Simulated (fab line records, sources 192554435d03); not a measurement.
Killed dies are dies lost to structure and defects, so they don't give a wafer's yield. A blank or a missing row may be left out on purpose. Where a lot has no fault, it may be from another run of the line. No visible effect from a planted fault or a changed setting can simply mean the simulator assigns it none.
A lot that was struck, set against a sound lot ; flow n5_finfet ; 18 steps out of a route of 1938
Sound: wafers L666.1, L666.3, L666.5. Struck: wafers L668.1, L668.4, L668.5. At the end, the cause is stated.
Each step with rows lists, per side, the tool, then ch with its chambers, then its first start. Under that, the readings that differ: sound wafers ; struck wafers ; difference of the means ; sigmas: that difference in standard deviations of wafers without a fault.
alike: words and numbers the same on both sides, and readings whose means are apart by under 2 such deviations; not compared: readings that were withheld, readings missing a value for some wafer, numbers with overlapping values and no deviation given by the record, and bounds like >300 which may hide the same value.
The two part at a step that has a row with sigmas, a row that says differs or no value, or rows on one side only. Non-overlapping numbers with no deviation appear without sigmas and do not part them. Lack of a reading on every wafer of one side parts them only where that side has two or more wafers.

first, 3 steps without rows for these wafers: N5_BEOL_M13_ETCH_38 (etches SiCN in CF4/N2, target depth 67.5 nm, time 71.9 s); N5_BEOL_M13_PRECLEAN_39 (cleans in residue remover, time 60 s); N5_BEOL_M13_SRD_40 (time 30 s, dry time 30 s).
N5_BEOL_M13_DEGAS_41: time 60 s.
  sound on pvd_sputter-03, day 11 14:40; struck on pvd_sputter-02, day 12 03:56
reading;sound;struck;difference;sigmas
heater_power_w (W);312 260 256;363 322 328;+62;+2
then, 5 steps without rows for these wafers: N5_BEOL_M13_PRE_CLEAN_42 (time 30 s); N5_BEOL_M13_SPUTTER_43 (material TaN, target thk 15 nm, time 24.19 s); N5_BEOL_M13_SPUTTER_44 (material Ta, target thk 10 nm, time 16.13 s); N5_BEOL_M13_SPUTTER_45 (material Cu, target thk 80 nm, time 13.33 s); N5_BEOL_M13_ECD_47 (material Cu, target thk 936 nm).
N5_BEOL_M13_ANNEAL_48: time 90 s.
  sound on rtp_anneal-01 ch 0, day 11 15:11; struck on rtp_anneal-01 ch 0, day 12 04:52
  alike: wafer_temp_C_max
N5_BEOL_M13_CMP_49: polishes, stops on SiOC, t overpolish 17.1 s, target thk 420 nm.
  sound on cmp-04 ch 0,1,3, day 11 15:34; struck on cmp-02 ch 0,3, day 12 05:26
  alike: barrier_field_endpoint_s, motor_current_A, overpolish_run_s, retaining_ring_pressure_frac
N5_BEOL_M13_THK_MEAS_50: measures by xrf.
  sound on film_metro-02, day 11 15:47; struck on film_metro-02, day 12 05:43
  alike: M13_THK
N5_BEOL_M13_PRE_CLEAN_52: time 15 s.
  sound on pecvd-03 ch 0,1,2, day 11 15:49; struck on pecvd-03 ch 0,1,2, day 12 05:46
N5_BEOL_M13_DEP_53: deposits SiCN from 3MS/NH3, target thk 50 nm, time 17.8 s.
  sound on pecvd-03 ch 0,1,2, day 11 15:51; struck on pecvd-03 ch 0,1,2, day 12 05:47
  alike: showerhead_plenum_p_Torr, showerhead_vpp_V, throttle_valve_pct
N5_BEOL_M13_RS_MEAS_54: uses a four-point probe to measure.
  sound on film_metro-02, day 11 15:55; struck on film_metro-02, day 12 05:51
  alike: M13_RS
N5_BEOL_M13_INSPECT_55: inspects for defects (darkfield).
  sound on defect_inspect-01, day 11 15:56; struck on defect_inspect-01, day 12 05:53
reading;sound;struck;difference;sigmas
raw_defect_count;51 107 51;473 489 482;+412;+15
N5_BEOL_M14_ILD_DEP_00: deposits SiO2 from TEOS/O2, target thk 1119.3 nm, time 237.4 s.
  sound on pecvd-04 ch 0, day 11 15:59; struck on pecvd-03 ch 0,1, day 12 05:55
reading;sound;struck;difference;sigmas
showerhead_plenum_p_Torr (Torr);8.316 8.319 8.312;8.417 8.381 8.406;+0.086;+3
  alike: heater_power_w, showerhead_vpp_V, throttle_valve_pct
N5_PASSIVATION_PROBE_49:
  the record has rows for the struck wafers here (prober-01, day 13 12:43) and none for the sound ones

## WHERE THEY PART
At N5_BEOL_M13_DEGAS_41 first; at N5_PASSIVATION_PROBE_49 last (within this record only).

WHY: what the simulator had put in
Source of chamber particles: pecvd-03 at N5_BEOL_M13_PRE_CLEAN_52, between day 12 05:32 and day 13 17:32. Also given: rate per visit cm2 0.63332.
